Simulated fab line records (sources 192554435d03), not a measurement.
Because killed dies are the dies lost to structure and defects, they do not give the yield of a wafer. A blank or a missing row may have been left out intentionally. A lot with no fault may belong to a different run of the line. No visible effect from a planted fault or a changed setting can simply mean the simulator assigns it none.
fab line records ; flow n5-finfet ; part 1 of 2: steps 1 to 21 of 32
record: lots: 5; wafers: 15; last-day: 16
route steps=1938 shown ZERO_LAYER@13 WELL_APT@20
lots with no fault: from the same line, run without faults
start-h: the number of hours between the record's first day and the start of the first shown wafer of the lot ; wait-h: time in hours since the lot's previous step ; " the same as in the row above ; L1.1+2: one row covering several wafers at once ; - no value present, or no start provided ; * or withheld: withheld ; < > ~ a bound
route shown NAME@n: NAME is a module with steps in the file, n the number in the route of the first one ; usual: average and standard deviation across the fault-free wafers ; same: alike in all rows ; chamber/n: place in a boat ; sites: the reading at each site ; _std_site: how widely they spread, as a standard deviation ; _edge_site: outer sites' mean less inner sites' ; radius-mm: how far each site lies from the wafer's centre ; mask NAME#n: copy n ; behind: the last tool/chamber to shape the wafer ; hold: the reason the lot was held/the length of the hold in hours/how it ended ; device: which transistor (n, p or np) failed to switch ; end of line: the tests these same wafers got at the end of their route ; for a step that has no rows: nothing shown but its recipe ; killed: not the wafer's yield, but the dies lost to structure and defects at the first sort ; map: shows each die of a wafer: x if killed, . if not, _ if none is there
set.NAME: the run value of the setting; set.NAME@STEP: its run value at that earlier step ; model.NAME: the simulator's own value behind a step, which no gauge read
lots at some steps of the route; a table a step, a row a wafer
services: the hour from which a tool's chamber was out of use, counted from the record's first day as start-h (under 0 if before that day), plus the number of hours and why
== steps ==
step: N5_ZERO_LAYER_CD_MEAS_11
recipe: target-cd-nm: 2000; landing-energy-ev: 500; detector: se-inlens
usual: cd-nm: 1999.5/2.2
same: landing-energy-ev: 500
lot.wafer;tool;chamber;start-h;wait-h;cd-nm
L075.1;cd-sem-02;0;18.64;-;2002.7
L075.2;cd-sem-02;0;18.64;-;1998.6
L075.6;cd-sem-02;0;18.64;-;1999.1
L078.2;cd-sem-02;0;36.77;-;2004.4
L078.5;cd-sem-02;0;36.77;-;2002.9
L078.6;cd-sem-02;0;36.77;-;2000.8
L081.2;cd-sem-01;0;54.64;-;2004.3
L081.4;cd-sem-01;0;54.64;-;2000.8
L081.5;cd-sem-01;0;54.64;-;1998.5
L088.3;cd-sem-01;0;96.64;-;1996.2
L088.4;cd-sem-01;0;96.64;-;1997.1
L088.6;cd-sem-01;0;96.64;-;2001.9
L089.1;cd-sem-03;0;102.77;-;1998.0
L089.3;cd-sem-03;0;102.77;-;1998.4
L089.4;cd-sem-03;0;102.77;-;2001.7
step: N5_ZERO_LAYER_DESCUM_16
recipe: chemistry: O2; time-s: 7.9; source-power-w: 50; bias-power-w: 20; pressure-mtorr: 20; rf-frequency-hz: 2.712e+07; temp-c: 40; o2-flow-sccm: 225
usual: drypump-motor-current-A: 5.8/0.52; oes-product-au: 0.75/0.045; rf-vpp-V: 243.8/1.4; showerhead-plenum-p-Torr: 2.13/0.067; throttle-valve-pct: 20.47/0.16
lot.wafer;tool;chamber;start-h;wait-h;drypump-motor-current-A;oes-product-au;rf-hours-counter-h;rf-vpp-V;showerhead-plenum-p-Torr;throttle-valve-pct
L075.1;rie-diel-05;0;18.68;0.0;5.3;0.79;111;245.9;2.19;20.10
L075.2;rie-diel-05;2;18.68;0.0;6.4;0.76;153;244.0;2.19;20.29
L075.6;rie-diel-05;2;18.68;0.0;6.3;0.76;-;246.1;2.19;20.28
L078.2;rie-diel-06;0;36.81;0.0;5.7;0.73;160;243.8;2.21;20.48
L078.5;rie-diel-06;2;36.81;0.0;6.7;0.83;-;242.2;2.04;20.39
L078.6;rie-diel-06;1;36.81;0.0;5.7;0.71;-;244.0;2.19;20.28
L081.2;rie-diel-05;3;54.68;0.0;6.0;0.68;189;243.1;2.08;20.52
L081.4;rie-diel-05;1;54.68;0.0;5.1;0.73;152;243.9;2.18;20.52
L081.5;rie-diel-05;1;54.68;0.0;5.1;0.74;-;245.9;2.18;20.54
L088.3;rie-diel-03;3;97.03;0.4;5.9;0.70;192;244.2;2.16;20.76
L088.4;rie-diel-03;0;97.03;0.4;5.9;0.74;160;244.7;2.16;20.38
L088.6;rie-diel-03;2;97.03;0.4;5.6;0.82;-;242.3;2.14;20.75
L089.1;rie-diel-05;0;102.80;0.0;5.3;0.78;136;245.7;2.18;20.15
L089.3;rie-diel-05;2;102.80;0.0;6.4;0.74;177;244.3;2.18;20.33
L089.4;rie-diel-05;3;102.80;0.0;6.0;0.67;203;242.3;2.08;20.54
step: N5_ZERO_LAYER_ETCH_17
recipe: chemistry: CF4; target: SiO2; target-depth-a: 120; time-s: 13.3; ion-energy-ev: 350; pressure-mtorr: 40; source-w: 450; bias-w: 215; Ar_flow_sccm: 100; cf4-flow-sccm: 100
usual: drypump-motor-current-A: 5.8/0.52; oes-product-au: 0.75/0.04; rf-vpp-V: 951/4.3; showerhead-plenum-p-Torr: 2.18/0.062; throttle-valve-pct: 15.68/0.18
lot.wafer;tool;chamber;start-h;wait-h;drypump-motor-current-A;oes-product-au;rf-hours-counter-h;rf-vpp-V;showerhead-plenum-p-Torr;throttle-valve-pct
L075.1;rie-diel-05;0;18.71;0.0;5.3;0.83;111;954;2.25;15.42
L075.2;rie-diel-05;2;18.71;0.0;6.3;0.77;153;955;2.22;15.39
L075.6;rie-diel-05;2;18.71;0.0;6.3;0.77;-;953;2.22;15.40
L078.2;rie-diel-06;0;36.84;0.0;5.7;0.73;160;953;2.20;15.40
L078.5;rie-diel-06;2;36.84;0.0;6.7;0.81;-;944;2.09;15.63
L078.6;rie-diel-06;1;36.84;0.0;5.7;0.73;-;953;2.23;15.49
L081.2;rie-diel-05;3;54.72;0.0;6.0;0.71;189;948;2.14;15.78
L081.4;rie-diel-05;1;54.72;0.0;5.1;0.73;152;957;2.24;15.81
L081.5;rie-diel-05;1;54.72;0.0;5.1;0.74;-;954;2.24;15.82
L088.3;rie-diel-03;3;97.06;0.0;5.9;0.70;192;954;2.23;16.05
L088.4;rie-diel-03;0;97.06;0.0;5.9;0.72;160;953;2.23;15.63
L088.6;rie-diel-03;2;97.06;0.0;5.7;0.79;-;950;2.17;15.81
L089.1;rie-diel-05;0;102.84;0.0;5.3;0.79;136;955;2.24;15.50
L089.3;rie-diel-05;2;102.84;0.0;6.4;0.74;177;955;2.21;15.45
L089.4;rie-diel-05;3;102.84;0.0;6.0;0.70;203;947;2.14;15.81
step: N5_ZERO_LAYER_ETCH_18
recipe: chemistry: HBr/Cl2; target: Si; target-depth-a: 1200; time-s: 40; pressure-mtorr: 10; icp-w: 800; bias-w: 75; HBr_flow_sccm: 150; Cl2_flow_sccm: 80
usual: drypump-motor-current-A: 5.4/0.39; oes-product-au: 0.999/0.019; throttle-valve-pct: 36.2/0.36
lot.wafer;tool;chamber;start-h;wait-h;drypump-motor-current-A;oes-product-au;rf-hours-counter-h;throttle-valve-pct
L075.1;rie-si-01;1;18.79;0.0;5.9;0.997;8;36.6
L075.2;rie-si-01;3;18.79;0.0;6.0;0.963;48;36.6
L075.6;rie-si-01;0;18.79;0.0;5.4;1.016;-;35.6
L078.2;rie-si-02;0;36.91;0.0;5.5;1.006;47;36.6
L078.5;rie-si-02;1;36.91;0.0;5.5;1.002;-;36.0
L078.6;rie-si-02;0;36.91;0.0;5.4;1.007;-;36.6
L081.2;rie-si-02;2;54.79;0.0;4.9;0.970;49;36.4
L081.4;rie-si-02;0;54.79;0.0;5.4;1.016;48;36.6
L081.5;rie-si-02;3;54.79;0.0;5.5;1.004;-;36.5
L088.3;rie-si-02;1;97.13;0.0;5.6;0.998;132;36.0
L088.4;rie-si-02;0;97.13;0.0;5.4;1.012;-;36.6
L088.6;rie-si-02;1;97.13;0.0;5.5;1.004;-;36.0
L089.1;rie-si-02;2;102.91;0.0;4.9;0.967;50;36.4
L089.3;rie-si-02;1;102.91;0.0;5.6;1.004;132;36.0
L089.4;rie-si-02;0;102.91;0.0;5.4;1.013;-;36.6
step: N5_ZERO_LAYER_STRIP_24
recipe: chemistry: O2; power-w: 1000; temp-c: 250; overash-fraction: 0.3; pressure-mtorr: 1000; o2-flow-sccm: 6750
usual: drypump-motor-current-A: 6.0/0.6; heater-power-w: 329/14; oes-product-au: 0.647/0.0044; strip-time-to-endpoint-s: 43.89/0.089
lot.wafer;tool;chamber;start-h;wait-h;drypump-motor-current-A;heater-power-w;oes-product-au;rf-hours-counter-h;strip-time-to-endpoint-s
L075.1;plasma-asher-01;1;19.07;0.2;6.1;330;0.653;95;43.99
L075.2;plasma-asher-01;0;19.07;0.2;6.4;345;0.651;95;43.87
L075.6;plasma-asher-01;0;19.07;0.2;6.4;348;0.652;-;43.84
L078.2;plasma-asher-02;1;37.02;0.1;6.5;321;0.643;21;43.92
L078.5;plasma-asher-02;0;37.02;0.1;5.1;340;0.644;-;43.97
L078.6;plasma-asher-02;1;37.02;0.1;6.5;309;0.646;-;43.97
L081.2;plasma-asher-01;1;54.89;0.1;6.1;332;0.658;102;43.85
L081.4;plasma-asher-01;0;54.89;0.1;6.4;341;0.650;-;43.89
L081.5;plasma-asher-01;0;54.89;0.1;6.4;351;0.642;-;43.90
L088.3;plasma-asher-01;1;97.26;0.1;6.1;323;0.647;-;43.74
L088.4;plasma-asher-01;0;97.26;0.1;6.4;343;0.655;-;43.82
L088.6;plasma-asher-01;0;97.26;0.1;6.4;349;0.647;-;43.63
L089.1;plasma-asher-02;0;103.02;0.1;5.1;337;0.653;33;44.07
L089.3;plasma-asher-02;0;103.02;0.1;5.1;341;0.649;-;44.05
L089.4;plasma-asher-02;1;103.02;0.1;6.5;314;0.638;-;44.12
step: N5_ZERO_LAYER_STRIP_19
recipe: chemistry: SPM; time-s: 900; temp-c: 130; h2so4-h2o2-vol-ratio: 4; dry: ipa-marangoni
lot.wafer;tool;chamber;start-h;wait-h
L075.1+2+6;wet-bench-03;7,5,3;19.16;0.1
L078.2+5+6;wet-bench-03;0,2,3;37.11;0.1
L081.2+4+5;wet-bench-03;3,4,2;54.98;0.1
L088.3+4+6;wet-bench-02;6,3,5;97.33;0.0
L089.1+3+4;wet-bench-03;0,1,4;103.10;0.1
step: N5_ZERO_LAYER_INSPECT_20
recipe: inspect-instrument: darkfield; mode: post-clean
usual: raw-defect-count: 34/17
lot.wafer;tool;chamber;start-h;wait-h;raw-defect-count
L075.1;defect-inspect-01;-;19.43;0.0;40
L075.2;defect-inspect-01;-;19.43;0.0;33
L075.6;defect-inspect-01;-;19.43;0.0;38
L078.2;defect-inspect-01;-;37.38;0.0;48
L078.5;defect-inspect-01;-;37.38;0.0;20
L078.6;defect-inspect-01;-;37.38;0.0;26
L081.2;defect-inspect-02;-;55.26;0.0;60
L081.4;defect-inspect-02;-;55.26;0.0;86
L081.5;defect-inspect-02;-;55.26;0.0;16
L088.3;defect-inspect-01;-;97.60;0.0;27
L088.4;defect-inspect-01;-;97.60;0.0;34
L088.6;defect-inspect-01;-;97.60;0.0;22
L089.1;defect-inspect-01;-;103.38;0.0;32
L089.3;defect-inspect-01;-;103.38;0.0;53
L089.4;defect-inspect-01;-;103.38;0.0;24
step: N5_WELL_APT_HMDS_01
recipe: time-s: 60; temp-c: 120
usual: resist-line-temp-C: 22.97/0.1
lot.wafer;tool;chamber;start-h;wait-h;resist-line-temp-C
L075.1;litho-track-04;0;19.46;0.0;22.89
L075.2;litho-track-04;0;19.46;0.0;22.85
L075.6;litho-track-04;0;19.46;0.0;22.89
L078.2;litho-track-02;0;37.41;0.0;23.16
L078.5;litho-track-02;0;37.41;0.0;23.04
L078.6;litho-track-02;0;37.41;0.0;23.13
L081.2;litho-track-04;0;55.29;0.0;22.89
L081.4;litho-track-04;0;55.29;0.0;22.99
L081.5;litho-track-04;0;55.29;0.0;22.96
L088.3;litho-track-02;0;97.63;0.0;22.81
L088.4;litho-track-02;0;97.63;0.0;22.90
L088.6;litho-track-02;0;97.63;0.0;22.97
L089.1;litho-track-02;0;103.41;0.0;22.95
L089.3;litho-track-02;0;103.41;0.0;23.07
L089.4;litho-track-02;0;103.41;0.0;22.98
step: N5_WELL_APT_COAT_02
recipe: spin-rpm: 1357; resist-thk-nm: 950
usual: resist-line-temp-C: 23.03/0.11
lot.wafer;tool;chamber;start-h;wait-h;resist-line-temp-C
L075.1;litho-track-04;0;-;-;22.94
L075.2;litho-track-04;0;-;-;23.01
L075.6;litho-track-04;0;-;-;22.97
L078.2;litho-track-02;0;-;-;23.29
L078.5;litho-track-02;0;-;-;23.25
L078.6;litho-track-02;0;-;-;23.15
L081.2;litho-track-04;0;-;-;22.92
L081.4;litho-track-04;0;-;-;23.22
L081.5;litho-track-04;0;-;-;22.90
L088.3;litho-track-02;0;-;-;23.14
L088.4;litho-track-02;0;-;-;23.06
L088.6;litho-track-02;0;-;-;23.12
L089.1;litho-track-02;0;-;-;22.99
L089.3;litho-track-02;0;-;-;22.98
L089.4;litho-track-02;0;-;-;23.06
step: N5_WELL_APT_EBR_04
recipe: solvent: PGMEA; ebr-width-mm: 1.5
usual: resist-line-temp-C: 22.98/0.11
same: ebr-width-mm: 1.5
lot.wafer;tool;chamber;start-h;wait-h;resist-line-temp-C
L075.1;litho-track-04;0;-;-;23.14
L075.2;litho-track-04;0;-;-;23.17
L075.6;litho-track-04;0;-;-;23.11
L078.2;litho-track-02;0;-;-;22.83
L078.5;litho-track-02;0;-;-;23.07
L078.6;litho-track-02;0;-;-;22.83
L081.2;litho-track-04;0;-;-;22.89
L081.4;litho-track-04;0;-;-;22.86
L081.5;litho-track-04;0;-;-;22.89
L088.3;litho-track-02;0;-;-;23.00
L088.4;litho-track-02;0;-;-;22.86
L088.6;litho-track-02;0;-;-;22.82
L089.1;litho-track-02;0;-;-;23.17
L089.3;litho-track-02;0;-;-;23.20
L089.4;litho-track-02;0;-;-;23.17
step: N5_WELL_APT_SOFTBAKE_03
recipe: temp-c: 130; time-s: 60
usual: resist-line-temp-C: 23.00/0.09
lot.wafer;tool;chamber;start-h;wait-h;resist-line-temp-C
L075.1;litho-track-04;0;-;-;22.96
L075.2;litho-track-04;0;-;-;22.93
L075.6;litho-track-04;0;-;-;23.02
L078.2;litho-track-02;0;-;-;22.92
L078.5;litho-track-02;0;-;-;22.99
L078.6;litho-track-02;0;-;-;22.93
L081.2;litho-track-04;0;-;-;23.15
L081.4;litho-track-04;0;-;-;22.79
L081.5;litho-track-04;0;-;-;23.05
L088.3;litho-track-02;0;-;-;22.99
L088.4;litho-track-02;0;-;-;23.12
L088.6;litho-track-02;0;-;-;23.13
L089.1;litho-track-02;0;-;-;23.07
L089.3;litho-track-02;0;-;-;23.03
L089.4;litho-track-02;0;-;-;23.00
step: N5_WELL_APT_EXPOSE_05
recipe: mask-id: NWELL; na: 0.8; source-shape: conventional; sigma-outer: 0.8; polarization: unpolarized; defocus-nm: 0; target-cd-nm: 200; dose-mj: 20.3
usual: stage-vel-mm-s: 500.04/0.23
lot.wafer;tool;chamber;start-h;wait-h;mask;stage-vel-mm-s
L075.1;krf-scanner-01;0;19.69;-;NWELL#0;499.95
L075.2;krf-scanner-01;0;19.69;-;NWELL#0;500.05
L075.6;krf-scanner-01;0;19.69;-;NWELL#0;499.56
L078.2;krf-scanner-01;0;37.64;-;NWELL#0;500.10
L078.5;krf-scanner-01;0;37.64;-;NWELL#0;499.95
L078.6;krf-scanner-01;0;37.64;-;NWELL#0;499.88
L081.2;krf-scanner-02;0;55.40;-;NWELL#0;499.85
L081.4;krf-scanner-02;0;55.40;-;NWELL#0;500.46
L081.5;krf-scanner-02;0;55.40;-;NWELL#0;500.27
L088.3;krf-scanner-01;0;97.87;-;NWELL#0;499.71
L088.4;krf-scanner-01;0;97.87;-;NWELL#0;500.51
L088.6;krf-scanner-01;0;97.87;-;NWELL#0;499.89
L089.1;krf-scanner-01;0;103.51;-;NWELL#0;500.03
L089.3;krf-scanner-01;0;103.51;-;NWELL#0;500.24
L089.4;krf-scanner-01;0;103.51;-;NWELL#0;499.84
step: N5_WELL_APT_PEB_06
recipe: peb-temp-c: 130; peb-time-s: 90
usual: resist-line-temp-C: 22.97/0.11
lot.wafer;tool;chamber;start-h;wait-h;resist-line-temp-C
L075.1;litho-track-02;0;19.74;0.1;23.02
L075.2;litho-track-02;0;19.74;0.1;23.09
L075.6;litho-track-02;0;19.74;0.1;22.97
L078.2;litho-track-05;0;37.69;0.0;23.16
L078.5;litho-track-05;0;37.69;0.0;23.07
L078.6;litho-track-05;0;37.69;0.0;23.08
L081.2;litho-track-02;0;55.45;0.0;22.92
L081.4;litho-track-02;0;55.45;0.0;22.92
L081.5;litho-track-02;0;55.45;0.0;22.97
L088.3;litho-track-02;0;97.91;0.0;23.14
L088.4;litho-track-02;0;97.91;0.0;22.97
L088.6;litho-track-02;0;97.91;0.0;23.01
L089.1;litho-track-05;0;103.57;0.1;23.00
L089.3;litho-track-05;0;103.57;0.1;22.97
L089.4;litho-track-05;0;103.57;0.1;22.95
step: N5_WELL_APT_DEVELOP_07
recipe: develop-time-s: 45; rinse-liquid: surfactant-rinse; dry: air-spin; dev-temp-c: 21
usual: resist-line-temp-C: 23.00/0.12
lot.wafer;tool;chamber;start-h;wait-h;resist-line-temp-C
L075.1;litho-track-02;0;-;-;23.25
L075.2;litho-track-02;0;-;-;23.13
L075.6;litho-track-02;0;-;-;22.93
L078.2;litho-track-05;0;-;-;22.92
L078.5;litho-track-05;0;-;-;23.12
L078.6;litho-track-05;0;-;-;23.14
L081.2;litho-track-02;0;-;-;23.12
L081.4;litho-track-02;0;-;-;22.93
L081.5;litho-track-02;0;-;-;22.99
L088.3;litho-track-02;0;-;-;22.93
L088.4;litho-track-02;0;-;-;22.81
L088.6;litho-track-02;0;-;-;22.96
L089.1;litho-track-05;0;-;-;22.79
L089.3;litho-track-05;0;-;-;22.79
L089.4;litho-track-05;0;-;-;23.05
step: N5_WELL_APT_HARDBAKE_12
recipe: temp-c: 130; time-s: 120
usual: resist-line-temp-C: 23.00/0.12
lot.wafer;tool;chamber;start-h;wait-h;resist-line-temp-C
L075.1;litho-track-02;0;-;-;23.21
L075.2;litho-track-02;0;-;-;23.03
L075.6;litho-track-02;0;-;-;23.02
L078.2;litho-track-05;0;-;-;23.03
L078.5;litho-track-05;0;-;-;22.71
L078.6;litho-track-05;0;-;-;22.99
L081.2;litho-track-02;0;-;-;22.86
L081.4;litho-track-02;0;-;-;22.87
L081.5;litho-track-02;0;-;-;22.88
L088.3;litho-track-02;0;-;-;23.17
L088.4;litho-track-02;0;-;-;23.06
L088.6;litho-track-02;0;-;-;23.15
L089.1;litho-track-05;0;-;-;23.15
L089.3;litho-track-05;0;-;-;23.22
L089.4;litho-track-05;0;-;-;23.00
step: N5_WELL_APT_CD_MEAS_08
recipe: target-cd-nm: 200; landing-energy-ev: 500; detector: se-inlens
usual: cd-nm: 201.2/2.2
same: landing-energy-ev: 500
lot.wafer;tool;chamber;start-h;wait-h;cd-nm
L075.1;cd-sem-02;0;19.86;-;200.3
L075.2;cd-sem-02;0;19.86;-;203.2
L075.6;cd-sem-02;0;19.86;-;203.9
L078.2;cd-sem-02;0;37.81;-;202.5
L078.5;cd-sem-02;0;37.81;-;203.4
L078.6;cd-sem-02;0;37.81;-;197.8
L081.2;cd-sem-01;0;55.56;-;200.1
L081.4;cd-sem-01;0;55.56;-;199.6
L081.5;cd-sem-01;0;55.56;-;203.9
L088.3;cd-sem-01;0;98.03;-;203.1
L088.4;cd-sem-01;0;98.03;-;199.1
L088.6;cd-sem-01;0;98.03;-;197.9
L089.1;cd-sem-02;0;103.68;-;202.5
L089.3;cd-sem-02;0;103.68;-;201.5
L089.4;cd-sem-02;0;103.68;-;203.2
step: N5_WELL_APT_OVL_MEAS_09
recipe: points-per-wafer: 44
usual: NWELL_OVL: -2/4.6
lot.wafer;tool;chamber;start-h;wait-h;NWELL_OVL[nm]
L075.1;overlay-01;0;19.89;0.0;3
L075.2;overlay-01;0;19.89;0.0;1
L075.6;overlay-01;0;19.89;0.0;-5
L078.2;overlay-01;0;37.84;0.0;-9
L078.5;overlay-01;0;37.84;0.0;-5
L078.6;overlay-01;0;37.84;0.0;-5
L081.2;overlay-02;0;55.59;0.0;-9
L081.4;overlay-02;0;55.59;0.0;-6
L081.5;overlay-02;0;55.59;0.0;-1
L088.3;overlay-02;0;98.06;0.0;-3
L088.4;overlay-02;0;98.06;0.0;-3
L088.6;overlay-02;0;98.06;0.0;-4
L089.1;overlay-01;0;103.71;0.0;6
L089.3;overlay-01;0;103.71;0.0;2
L089.4;overlay-01;0;103.71;0.0;2
step: N5_WELL_APT_INSPECT_10
recipe: mode: adi; inspect-instrument: macro
usual: raw-defect-count: 2.0/1.4
lot.wafer;tool;chamber;start-h;wait-h;raw-defect-count
L075.1;defect-inspect-01;-;19.91;0.0;2
L075.2;defect-inspect-01;-;19.91;0.0;0
L075.6;defect-inspect-01;-;19.91;0.0;2
L078.2;defect-inspect-01;-;37.86;0.0;5
L078.5;defect-inspect-01;-;37.86;0.0;0
L078.6;defect-inspect-01;-;37.86;0.0;1
L081.2;defect-inspect-01;-;55.62;0.0;1
L081.4;defect-inspect-01;-;55.62;0.0;3
L081.5;defect-inspect-01;-;55.62;0.0;2
L088.3;defect-inspect-01;-;98.08;0.0;2
L088.4;defect-inspect-01;-;98.08;0.0;3
L088.6;defect-inspect-01;-;98.08;0.0;0
L089.1;defect-inspect-02;-;103.73;0.0;3
L089.3;defect-inspect-02;-;103.73;0.0;1
L089.4;defect-inspect-02;-;103.73;0.0;2
step: N5_WELL_APT_DESCUM_13
recipe: chemistry: O2; time-s: 7.9; source-power-w: 50; bias-power-w: 20; pressure-mtorr: 20; rf-frequency-hz: 2.712e+07; temp-c: 40; o2-flow-sccm: 225
usual: drypump-motor-current-A: 5.6/0.44; oes-product-au: 0.77/0.09; rf-vpp-V: 243.3/1.2; showerhead-plenum-p-Torr: 2.10/0.06; throttle-valve-pct: 20.3/0.32
lot.wafer;tool;chamber;start-h;wait-h;drypump-motor-current-A;oes-product-au;rf-hours-counter-h;rf-vpp-V;showerhead-plenum-p-Torr;throttle-valve-pct
L075.1;rie-diel-02;2;19.95;0.0;6.2;0.67;225;242.8;2.07;20.3
L075.2;rie-diel-02;3;19.95;0.0;6.1;0.76;139;242.7;2.09;20.4
L075.6;rie-diel-02;3;19.95;0.0;6.1;0.76;-;244.0;2.09;20.5
L078.2;rie-diel-01;3;37.90;0.0;4.8;0.82;42;243.5;2.09;19.7
L078.5;rie-diel-01;0;37.90;0.0;5.7;0.77;-;245.0;2.18;20.2
L078.6;rie-diel-01;3;37.90;0.0;4.8;0.82;-;244.5;2.09;19.7
L081.2;rie-diel-04;3;55.65;0.0;5.6;0.72;200;243.7;2.17;20.6
L081.4;rie-diel-04;0;55.65;0.0;5.9;0.71;207;243.6;2.06;20.6
L081.5;rie-diel-04;0;55.65;0.0;5.9;0.71;-;242.9;2.06;20.6
L088.3;rie-diel-01;1;98.12;0.0;5.5;0.68;232;243.7;2.17;20.2
L088.4;rie-diel-01;0;98.12;0.0;5.6;0.75;-;243.9;2.18;20.2
L088.6;rie-diel-01;1;98.12;0.0;5.5;0.68;-;241.8;2.17;20.2
L089.1;rie-diel-02;3;103.77;0.0;6.1;0.75;168;243.7;2.08;20.5
L089.3;rie-diel-02;1;103.77;0.0;5.4;0.84;50;242.8;2.05;19.9
L089.4;rie-diel-02;0;103.77;0.0;6.2;0.70;-;242.2;2.02;20.8
step: N5_WELL_APT_IMPLANT_14
recipe: species: P; energy-kev: 160; dose-cm2: 1.5e+13; tilt-deg: 0; rotation-deg: 0
usual: beam-energy-keV: 159.99/0.046; beam-on-s: 10.01/0.23; tilt-deg: 0.003/0.019
lot.wafer;tool;chamber;start-h;wait-h;beam-energy-keV;beam-on-s;tilt-deg
L075.1;implanter-02;0;20.05;0.1;159.93;10.40;0.044
L075.2;implanter-02;0;20.05;0.1;159.98;9.95;0.013
L075.6;implanter-02;0;20.05;0.1;159.96;9.86;0.034
L078.2;implanter-01;0;38.02;0.1;159.98;10.14;-0.005
L078.5;implanter-01;0;38.02;0.1;159.96;9.63;0.004
L078.6;implanter-01;0;38.02;0.1;159.93;10.12;0.008
L081.2;implanter-01;0;55.78;0.1;159.92;10.17;0.024
L081.4;implanter-01;0;55.78;0.1;159.96;10.02;0.016
L081.5;implanter-01;0;55.78;0.1;159.95;9.59;0.006
L088.3;implanter-01;0;98.27;0.1;160.08;10.17;-0.023
L088.4;implanter-01;0;98.27;0.1;159.99;10.19;-0.006
L088.6;implanter-01;0;98.27;0.1;160.02;9.90;-0.018
L089.1;implanter-02;0;103.87;0.1;160.01;10.04;-0.004
L089.3;implanter-02;0;103.87;0.1;160.03;9.93;-0.026
L089.4;implanter-02;0;103.87;0.1;160.00;10.25;-0.017
step: N5_WELL_APT_IMPLANT_15
recipe: species: As; energy-kev: 25; dose-cm2: 1.5e+13; tilt-deg: 0; rotation-deg: 0
usual: beam-energy-keV: 25.000/0.0076; beam-on-s: 10.03/0.21; tilt-deg: -0.002/0.018
lot.wafer;tool;chamber;start-h;wait-h;beam-energy-keV;beam-on-s;tilt-deg
L075.1;implanter-02;0;20.23;0.1;24.999;10.03;-0.027
L075.2;implanter-02;0;20.23;0.1;25.010;10.28;0.016
L075.6;implanter-02;0;20.23;0.1;24.998;10.10;0.000
L078.2;implanter-01;0;38.20;0.1;24.982;9.98;0.016
L078.5;implanter-01;0;38.20;0.1;24.984;10.25;0.008
L078.6;implanter-01;0;38.20;0.1;24.989;10.06;-0.018
L081.2;implanter-01;0;55.96;0.1;25.001;10.32;-0.009
L081.4;implanter-01;0;55.96;0.1;25.011;10.00;-0.009
L081.5;implanter-01;0;55.96;0.1;25.016;10.05;-0.032
L088.3;implanter-01;0;98.45;0.1;24.994;9.71;-0.003
L088.4;implanter-01;0;98.45;0.1;25.006;9.52;0.002
L088.6;implanter-01;0;98.45;0.1;24.993;10.23;0.010
L089.1;implanter-02;0;104.05;0.1;25.006;9.87;-0.028
L089.3;implanter-02;0;104.05;0.1;25.002;10.03;-0.019
L089.4;implanter-02;0;104.05;0.1;25.005;10.09;-0.018
